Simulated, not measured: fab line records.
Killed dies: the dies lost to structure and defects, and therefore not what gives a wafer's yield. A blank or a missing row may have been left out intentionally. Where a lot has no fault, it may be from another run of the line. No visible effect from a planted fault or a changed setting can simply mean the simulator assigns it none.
Chamber matching -- flow n5 finfet -- N5_SD_EPI_P_ETCHBACK_46 on rie diel-04: 4 sister chambers
The step etches SiNx in CH3F/O2, stops on SiO2, target depth 17.5 nm. 4 wafers are shown with their chamber, then 7 later ones without.

## WAFERS PAIRED WITH THEIR CHAMBERS
wafer,chamber,throttle valve pct (%)
L398.2,3,16.38
L398.3,2,16.11
L399.1,0,16.44
L399.4,1,16.69

## WAFERS MISSING THEIR CHAMBER
wafer,throttle valve pct (%)
L399.6,16.45
L402.4,16.45
L402.5,16.44
L402.6,16.72
L403.1,16.46
L403.2,16.15
L403.6,16.45

## WHICH CHAMBER EACH ONE RAN IN
wafer,from the rows above,in truth
L399.6,0,0
L402.4,0,0
L402.5,0,0
L402.6,1,1
L403.1,0,0
L403.2,2,2
L403.6,0,0
7 of 7 placed correctly. Can't be placed from these rows: 0. Wrongly placed: 0.
How it was worked out, from the rows above alone: a wafer's distance from a chamber is the root of the sum, over the readings, of the square of ((its reading less the chamber's mean) divided by the reading's scatter). If the next closest chamber is less than 2 further off than the closest, the wafer can't be placed; otherwise it belongs to the closest. The mean given for a chamber averages the wafers shown for that chamber. The scatter: with one shown wafer a chamber, the root of the mean of the squares of how far each hidden wafer lies from its nearest shown one.
